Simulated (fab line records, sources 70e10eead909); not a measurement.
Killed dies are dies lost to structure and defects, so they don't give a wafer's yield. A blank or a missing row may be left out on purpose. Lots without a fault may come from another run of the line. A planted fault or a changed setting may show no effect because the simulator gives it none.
fab line records | flow nand_harc
record lots=11 wafers=33 last_day=31
route steps=1302 shown P_GATE@124 END@1302
lots that met no fault: from a run of the same line without faults
start_h: hours from the record's first day to the start of the lot's first wafer shown | wait_h: hours since the lot's step before | " the same as in the row above | L1.1+2: a row that stands for several wafers | - no value, or no start given | * or withheld: withheld | < > ~ a bound
route shown NAME@n: a module of which the file shows steps, and the number in the route of the first | usual: mean/standard deviation of fault-free wafers | same: alike in all rows | chamber/n: place in a boat | sites: the reading at each site | _std_site: their standard deviation | _edge_site: outer sites' mean less inner sites' | radius_mm: how far each site lies from the wafer's centre | mask NAME#n: copy n | behind: the tool/chamber that last shaped the wafer | hold: why the lot was held/for how many hours/how that ended | device: the transistor (n, p or np) that didn't switch | end of line: the same wafers' tests at the end of the route | a step without rows: its recipe alone | killed: dies lost to structure and defects at the first sort, not the wafer's yield | map: a wafer's dies, x killed, . not, _ none there
set.NAME: the setting as run; set.NAME@STEP: as run at that earlier step | model.NAME: the simulator's own value behind a step, which no gauge read
steps of the route over a sample of lots; a table a step, a row a wafer
services: from which hour (start_h, from the record's first day; less than 0 if before it) a tool's chamber was out of use, for how many hours, and why
## steps
# step NHARC_P_GATE_DESCUM_13
# recipe time_s=3 o2_flow_sccm=200 ar_flow_sccm=0 bias_power_w=0 chemistry=O2
# usual drypump_motor_current_A=5.6/0.52 oes_product_au=0.997/0.01 rf_vpp_V=58.0/0.88 showerhead_plenum_p_Torr=1.98/0.082 throttle_valve_pct=11.311/0.0091
# columns lot.wafer tool chamber start_h wait_h drypump_motor_current_A oes_product_au rf_hours_counter_h rf_vpp_V showerhead_plenum_p_Torr throttle_valve_pct
L262.2 rie_diel-05 3 79.02 - 6.2 0.993 1.8 58.5 2.03 11.321
L262.4 " 1 " " 5.0 1.006 2.5 59.6 2.06 11.306
L262.1 " 2 " " 5.7 0.996 1.8 58.8 2.06 11.308
L263.1 rie_diel-10 3 97.19 - 5.2 0.996 2.0 57.3 2.06 11.321
L263.2 " 1 " " 5.4 1.004 2.0 56.2 1.81 11.307
L263.5 " 3 " " 5.2 0.998 - 59.4 2.06 11.298
L266.2 rie_diel-10 1 122.62 - 5.5 0.999 2.8 56.9 1.81 11.313
L266.4 " 2 " " 5.0 0.999 1.0 57.7 2.05 11.315
L266.5 " 0 " " 6.7 1.003 - 57.8 1.90 11.303
L267.2 rie_diel-05 3 127.34 - 6.1 0.986 3.5 56.8 2.03 11.309
L267.4 " 0 " " 5.9 0.990 4.1 57.4 1.93 11.300
L267.1 " 1 " " 5.1 1.007 4.0 57.9 2.06 11.309
L268.3 rie_diel-05 1 137.40 - 5.1 1.017 5.0 58.2 2.05 11.319
L268.2 " 2 " " 5.7 0.994 4.4 58.7 2.06 11.315
L268.5 " 0 " " 5.9 0.995 - 57.6 1.93 11.315
L269.6 rie_diel-08 1 155.44 - 6.2 0.978 - 57.7 1.94 11.316
L269.5 " 3 " " 5.3 0.991 - 57.8 1.95 11.298
L269.4 " 0 " " 5.1 0.990 - 58.3 1.86 11.299
L271.3 rie_diel-08 2 172.88 - 5.7 0.991 8.0 57.0 2.00 11.317
L271.2 " 1 " " 6.2 0.989 6.8 59.5 1.94 11.317
L271.5 " 2 " " 5.7 0.992 - 57.9 2.00 11.303
L279.3 rie_diel-08 3 251.53 - 5.3 0.991 2.7 59.2 1.95 11.305
L279.2 " 0 " " 5.0 0.991 2.4 57.8 1.86 11.309
L279.6 " 0 " " 5.1 0.999 - 57.3 1.86 11.323
L280.2 rie_diel-10 3 259.70 - 5.2 0.983 1.3 59.3 2.05 11.304
L280.3 " 0 " " 6.7 1.008 1.1 58.6 1.89 11.296
L280.5 " 2 " " 5.0 0.988 - 57.3 2.05 11.311
L281.3 rie_diel-05 3 273.27 - 6.2 0.990 1.9 56.9 2.03 11.319
L281.2 " 0 " " 5.9 1.016 1.7 57.7 1.93 11.312
L281.6 " 3 " " 6.2 1.000 - 58.4 2.03 11.321
L282.4 rie_diel-08 1 281.62 - 6.1 0.996 3.4 57.7 1.94 11.304
L282.3 " 2 " " 5.7 1.004 3.9 56.5 2.00 11.301
L282.1 " 3 " " 5.3 0.989 3.8 59.6 1.95 11.316
# step NHARC_P_GATE_HM_DEP_102
# recipe target_thk_a=1200 temp_c=400 material=aC
# usual throttle_valve_pct=35.001/0.0088
# columns lot.wafer tool chamber start_h wait_h throttle_valve_pct
L262.1 acl_dep-03 0 91.88 0.4 35.009
L262.2 " 0 " " 35.001
L262.4 " 0 " " 34.995
L263.1 acl_dep-01 0 109.93 1.0 35.011
L263.2 " 0 " " 35.016
L263.5 " 0 " " 34.990
L266.2 acl_dep-01 0 135.07 0.5 35.001
L266.4 " 0 " " 34.989
L266.5 " 0 " " 34.994
L267.1 acl_dep-02 0 139.62 0.4 35.015
L267.2 " 0 " " 34.993
L267.4 " 0 " " 35.011
L268.2 acl_dep-01 0 150.46 0.5 35.000
L268.3 " 0 " " 35.005
L268.5 " 0 " " 35.005
L269.4 acl_dep-03 0 169.47 1.6 35.007
L269.5 " 0 " " 34.997
L269.6 " 0 " " 35.010
L271.2 acl_dep-01 0 185.32 0.5 34.998
L271.3 " 0 " " 35.011
L271.5 " 0 " " 35.004
L279.2 acl_dep-01 0 271.49 5.4 34.992
L279.3 " 0 " " 34.997
L279.6 " 0 " " 34.998
L280.2 acl_dep-01 0 275.86 3.4 35.007
L280.3 " 0 " " 35.005
L280.5 " 0 " " 35.007
L281.2 acl_dep-01 0 289.56 0.5 34.995
L281.3 " 0 " " 34.997
L281.6 " 0 " " 35.022
L282.1 acl_dep-01 0 294.32 0.7 34.991
L282.3 " 0 " " 35.009
L282.4 " 0 " " 34.998
# step NHARC_P_GATE_INSPECT_28
# usual raw_defect_count=6.2/2.8
# columns lot.wafer tool chamber start_h wait_h raw_defect_count
L262.1 defect_inspect-02 - 93.25 0.0 3
L262.2 " - " " 5
L262.4 " - " " 6
L263.1 defect_inspect-02 - 111.44 0.0 6
L263.2 " - " " 3
L263.5 " - " " 7
L266.2 defect_inspect-01 - 136.42 0.0 3
L266.4 " - " " 2
L266.5 " - " " 8
L267.1 defect_inspect-01 - 140.96 0.0 8
L267.2 " - " " 8
L267.4 " - " " 6
L268.2 defect_inspect-01 - 151.82 0.0 1153
L268.3 " - " " 1199
L268.5 " - " " 1206
L269.4 defect_inspect-01 - 170.49 0.0 7
L269.5 " - " " 2
L269.6 " - " " 10
L271.2 defect_inspect-02 - 186.67 0.0 1212
L271.3 " - " " 1196
L271.5 " - " " 1188
L279.2 defect_inspect-01 - 272.87 0.0 4
L279.3 " - " " 6
L279.6 " - " " 4
L280.2 defect_inspect-01 - 277.44 0.0 6
L280.3 " - " " 7
L280.5 " - " " 3
L281.2 defect_inspect-01 - 290.79 0.0 7
L281.3 " - " " 5
L281.6 " - " " 8
L282.1 defect_inspect-01 - 295.79 0.0 5
L282.3 " - " " 9
L282.4 " - " " 3
# step NHARC_P_GATE_ETCH_32
# recipe target_depth_a=1500 over_etch_frac=1 over_etch_ion_energy_ev=40 time_s=100.1 hbr_flow_sccm=150 cl2_flow_sccm=50 rf_w=400 icp_w=400 bias_w=100 chemistry=HBr/Cl2
# usual drypump_motor_current_A=5.7/0.43 oes_product_au=1.002/0.011 throttle_valve_pct=26.405/0.0092
# same over_etch_frac=1
# columns lot.wafer tool chamber start_h wait_h drypump_motor_current_A oes_product_au rf_hours_counter_h throttle_valve_pct
L262.2 rie_si-01 0 93.79 - 5.4 1.006 0.5 26.395
L262.4 " 1 " " 5.9 0.992 0.5 26.392
L262.1 " 2 " " 6.1 1.015 0.4 26.398
L263.1 rie_si-01 3 111.98 - 5.9 0.992 0.5 26.408
L263.2 " 0 " " 5.3 0.984 0.6 26.410
L263.5 " 2 " " 6.1 1.013 - 26.412
L266.2 rie_si-01 2 136.96 - 6.1 1.009 0.6 26.417
L266.4 " 3 " " 5.9 0.992 0.6 26.405
L266.5 " 1 " " 6.0 1.000 - 26.413
L267.1 rie_si-04 2 141.49 - 5.7 1.000 0.8 26.415
L267.2 " 0 " " 4.9 1.021 0.9 26.381
L267.4 " 1 " " 6.4 1.010 0.8 26.426
L268.2 rie_si-04 2 152.34 - 5.7 0.994 1.0 26.425
L268.3 " 0 " " 4.9 1.003 1.0 26.397
L268.5 " 2 " " 5.7 0.989 - 26.396
L269.4 rie_si-01 2 171.01 - 6.1 1.009 0.8 26.414
L269.5 " 2 " " 6.1 1.006 - 26.399
L269.6 " 3 " " 5.9 0.988 - 26.414
L271.3 rie_si-01 2 187.21 - 6.1 1.004 1.0 26.414
L271.2 " 3 " " 5.9 0.999 0.9 26.400
L271.5 " 1 " " 6.0 1.010 - 26.416
L279.2 rie_si-04 1 273.45 - 6.4 1.015 0.5 26.406
L279.3 " 3 " " 5.2 1.024 0.6 26.412
L279.6 " 1 " " 6.4 1.012 - 26.409
L280.3 rie_si-01 0 277.96 - 5.4 1.002 0.5 26.397
L280.2 " 2 " " 6.1 1.000 0.6 26.422
L280.5 " 1 " " 6.0 0.996 - 26.394
L281.2 rie_si-04 3 291.32 - 5.2 1.027 0.7 26.401
L281.3 " 1 " " 6.4 1.011 0.6 26.400
L281.6 " 3 " " 5.2 1.020 - 26.393
L282.1 rie_si-04 2 296.31 - 5.7 0.995 0.6 26.406
L282.4 " 0 " " 4.9 1.001 0.8 26.392
L282.3 " 1 " " 6.4 1.001 0.7 26.383
# step NHARC_P_GATE_ETCHBACK_37
# recipe target_depth_a=345 time_s=17.2 chf3_flow_sccm=50 o2_flow_sccm=10 ar_flow_sccm=200 rf_w=500 bias_w=200 chemistry=CHF3/O2
# usual drypump_motor_current_A=5.6/0.47 oes_product_au=0.95/0.035 rf_vpp_V=372.1/2 showerhead_plenum_p_Torr=2.47/0.089 throttle_valve_pct=20.571/0.0079
# columns lot.wafer tool chamber start_h wait_h drypump_motor_current_A oes_product_au rf_hours_counter_h rf_vpp_V showerhead_plenum_p_Torr throttle_valve_pct
L262.1 rie_diel-10 1 - - 5.4 0.92 2.4 367.1 2.27 20.574
L262.2 " 2 " " 5.0 0.93 0.9 374.0 2.57 20.561
L262.4 " 3 " " 5.2 0.92 2.9 373.8 2.57 20.564
L263.2 rie_diel-05 2 - - 5.7 1.01 3.2 373.4 2.57 20.578
L263.1 " 3 " " 6.2 0.99 3.4 374.8 2.54 20.578
L263.5 " 0 " " 5.9 1.00 - 371.6 2.43 20.584
L266.2 rie_diel-05 1 - - 5.1 1.01 5.2 373.8 2.57 20.564
L266.4 " 3 " " 6.2 1.00 4.3 374.4 2.54 20.579
L266.5 " 0 " " 5.9 1.00 - 372.0 2.42 20.579
L267.1 rie_diel-08 1 - - 6.2 0.93 6.5 371.6 2.44 20.564
L267.2 " 0 " " 5.1 0.93 6.4 369.0 2.33 20.561
L267.4 " 0 " " 5.1 0.93 - 368.5 2.33 20.563
L268.2 rie_diel-05 0 - - 5.9 0.93 6.0 371.8 2.42 20.574
L268.3 " 1 " " 5.1 0.93 6.2 376.4 2.57 20.583
L268.5 " 0 " " 5.9 0.92 - 371.5 2.42 20.573
L269.4 rie_diel-08 2 - - 5.7 0.92 8.5 373.2 2.51 20.584
L269.6 " 1 " " 6.2 0.92 - 371.2 2.44 20.575
L269.5 " 2 " " 5.7 0.92 - 373.6 2.51 20.567
L271.2 rie_diel-10 2 - - 5.0 0.93 6.7 373.9 2.56 20.573
L271.3 " 3 " " 5.2 0.93 9.6 373.3 2.57 20.561
L271.5 " 3 " " 5.2 0.93 - 374.3 2.57 20.561
L279.2 rie_diel-10 1 - - 5.4 0.92 1.8 368.3 2.27 20.557
L279.3 " 0 " " 6.7 0.94 2.3 370.9 2.38 20.573
L279.6 " 2 " " 5.0 0.93 - 372.9 2.56 20.581
L280.2 rie_diel-08 0 - - 5.1 0.93 3.3 370.4 2.33 20.567
L280.3 " 1 " " 6.1 0.93 3.4 371.1 2.43 20.560
L280.5 " 0 " " 5.1 0.93 - 369.7 2.33 20.568
L281.3 rie_diel-05 0 - - 5.9 0.93 3.0 371.6 2.42 20.571
L281.2 " 2 " " 5.7 0.93 3.9 374.6 2.57 20.573
L281.6 " 1 " " 5.1 0.92 - 375.4 2.57 20.575
L282.1 rie_diel-05 0 - - 5.9 1.01 3.2 370.8 2.42 20.576
L282.3 " 2 " " 5.7 1.00 4.1 374.1 2.57 20.572
L282.4 " 3 " " 6.2 0.99 3.9 372.4 2.54 20.578
# step NHARC_P_GATE_INSPECT_68
# usual raw_defect_count=220/97
# columns lot.wafer tool chamber start_h wait_h raw_defect_count
L262.1 defect_inspect-01 - 111.65 0.2 124
L262.2 " - " " 126
L262.4 " - " " 102
L263.1 defect_inspect-01 - 129.81 0.2 148
L263.2 " - " " 153
L263.5 " - " " 122
L266.2 defect_inspect-01 - 154.72 0.1 130
L266.4 " - " " 121
L266.5 " - " " 174
L267.1 defect_inspect-02 - 159.60 0.2 244
L267.2 " - " " 226
L267.4 " - " " 235
L268.2 defect_inspect-02 - 170.47 0.1 1317
L268.3 " - " " 1330
L268.5 " - " " 1340
L269.4 defect_inspect-02 - 188.94 0.1 439
L269.5 " - " " 440
L269.6 " - " " 282
L271.2 defect_inspect-02 - 204.81 0.1 1344
L271.3 " - " " 1326
L271.5 " - " " 1324
L279.2 defect_inspect-01 - 291.12 0.1 165
L279.3 " - " " 321
L279.6 " - " " 360
L280.2 defect_inspect-01 - 295.66 0.1 219
L280.3 " - " " 243
L280.5 " - " " 165
L281.2 defect_inspect-02 - 309.24 0.1 556
L281.3 " - " " 269
L281.6 " - " " 353
L282.1 defect_inspect-01 - 314.24 0.2 107
L282.3 " - " " 152
L282.4 " - " " 209
# step NHARC_END_SORT_01
# recipe temp_c=25
# usual killed_at_array=55/15 killed_at_other=1.0/1.2 killed_at_periphery=3.4/2.2 killed_dies=59/15 killed_open=3.2/2 killed_short=2.5/1.7
# same gross_dies=677
# columns lot.wafer tool chamber start_h wait_h killed_at_array killed_at_other killed_at_periphery killed_dies killed_open killed_short
L268.2 prober-02 0 620.29 2.8 70 0 80 150 2 3
L268.3 prober-02 0 621.09 3.1 53 1 86 140 5 3
L268.5 prober-02 0 622.68 3.7 48 0 85 133 4 2
L271.2 prober-02 0 649.97 2.8 59 3 83 145 4 1
L271.3 prober-02 0 650.77 3.1 31 4 81 116 0 3
L271.5 prober-02 0 652.38 3.7 59 4 85 148 4 0
# killed by level:class
L268.2 P_GATE:unspecified=79 A_SLIT:chamber_film_flake=31 A_CHANNEL_HOLE_D2:chamber_film_flake=19 A_CHANNEL_HOLE_D1:chamber_film_flake=8 A_CONTACT:chamber_film_flake=3 A_WL_FILL:chamber_film_flake=2 A_STAIRCASE:chamber_film_flake=2 P_M2:geometric_particle:short=1
L268.3 P_GATE:unspecified=84 A_SLIT:chamber_film_flake=25 A_CHANNEL_HOLE_D2:chamber_film_flake=12 A_CHANNEL_HOLE_D1:chamber_film_flake=4 A_CONTACT:chamber_film_flake=4 A_ONON_D1:geometric_particle:short=2 A_STAIRCASE:chamber_film_flake=2 P_M0:geometric_particle:open=1
L268.5 P_GATE:unspecified=81 A_SLIT:chamber_film_flake=18 A_CHANNEL_HOLE_D2:chamber_film_flake=16 A_CHANNEL_HOLE_D1:chamber_film_flake=5 A_STAIRCASE:chamber_film_flake=4 A_WL_FILL:chamber_film_flake=3 P_GATE:geometric_particle:open=2 P_CONTACT:geometric_particle:open=1
L271.2 P_GATE:unspecified=78 A_CHANNEL_HOLE_D2:chamber_film_flake=36 A_CONTACT:chamber_film_flake=9 P_GATE:chamber_film_flake=3 THIN_TSV:chamber_film_flake=3 P_ZERO_WELL:chamber_film_flake=2 A_CHANNEL_HOLE_D1:chamber_film_flake=2 A_CHANNEL_FILL_D1:chamber_film_flake=2
L271.3 P_GATE:unspecified=77 A_CHANNEL_HOLE_D2:chamber_film_flake=13 A_CONTACT:chamber_film_flake=5 A_STAIRCASE:chamber_film_flake=4 THIN_TSV:chamber_film_flake=4 P_GATE:chamber_film_flake=3 A_CHANNEL_HOLE_D1:chamber_film_flake=3 A_DECK1_JOINT:chamber_film_flake=2
L271.5 P_GATE:unspecified=79 A_CHANNEL_HOLE_D2:chamber_film_flake=40 A_CHANNEL_HOLE_D1:chamber_film_flake=5 THIN_TSV:chamber_film_flake=4 P_ZERO_WELL:chamber_film_flake=3 A_DECK1_JOINT:chamber_film_flake=3 A_STAIRCASE:chamber_film_flake=3 P_GATE:chamber_film_flake=2
## services
# columns tool chamber start_h hours kind
rie_si-01 1 55.54 4.7 repair
acl_dep-02 - 63.02 13.0 pm
rie_diel-10 - 65.50 9.0 pm
rie_si-01 - 92.48 0.7 repair
rie_diel-05 - 102.42 0.9 repair
rie_diel-10 2 108.65 3.6 repair
acl_dep-03 - 118.34 13.0 pm
rie_si-01 3 138.14 0.9 repair
rie_si-04 1 143.60 6.0 repair
rie_diel-08 3 144.36 9.3 repair
rie_diel-08 2 149.44 7.8 repair
rie_diel-08 1 158.60 9.4 repair
rie_si-04 - 165.00 9.0 pm
acl_dep-01 - 190.13 13.0 pm
rie_diel-08 - 190.80 9.0 pm
rie_si-01 - 193.00 9.0 pm
rie_diel-05 3 203.81 5.2 repair
rie_diel-10 1 216.80 14.7 repair
rie_diel-05 - 230.28 9.0 pm
rie_diel-10 - 242.50 9.0 pm
rie_si-01 3 248.56 16.1 repair
rie_si-04 2 278.92 6.2 repair
acl_dep-03 - 299.34 13.0 pm
rie_si-01 0 300.72 19.6 repair
## key
first_sign step=NHARC_P_GATE_INSPECT_28 reading=raw_defect_count direction=up sigmas=99+ usual=6.2 struck=1192.3
effect step=NHARC_P_GATE_INSPECT_68 reading=raw_defect_count direction=up sigmas=11 usual=220 struck=1330
effect step=NHARC_END_SORT_01 reading=killed_at_periphery direction=up sigmas=36 usual=3.4 struck=83.3
more_kills_born_at NHARC_P_GATE_HM_DEP_102@acl_dep-01=478
met_at NHARC_P_GATE_HM_DEP_102
struck_lots L268,L271
tester_left_out L268,L271
not_acting_at NHARC_P_GATE_DESCUM_13,NHARC_P_GATE_ETCH_32,NHARC_P_GATE_ETCHBACK_37
onset_between 135.07 150.46
fault kind=chamber_particle_source tool=acl_dep-01 chamber=- onset_h=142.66 steps=NHARC_P_GATE_HM_DEP_102 rate_per_visit_cm2=1.8372 end_h=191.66
# tester_left_out: of these lots the tester's yield and bins aren't shown, on N5 and GAA mostly nor the transistor test; their killed dies are dies lost to structure and defects alone, not to doping, threshold or leakage, so they don't give the yield
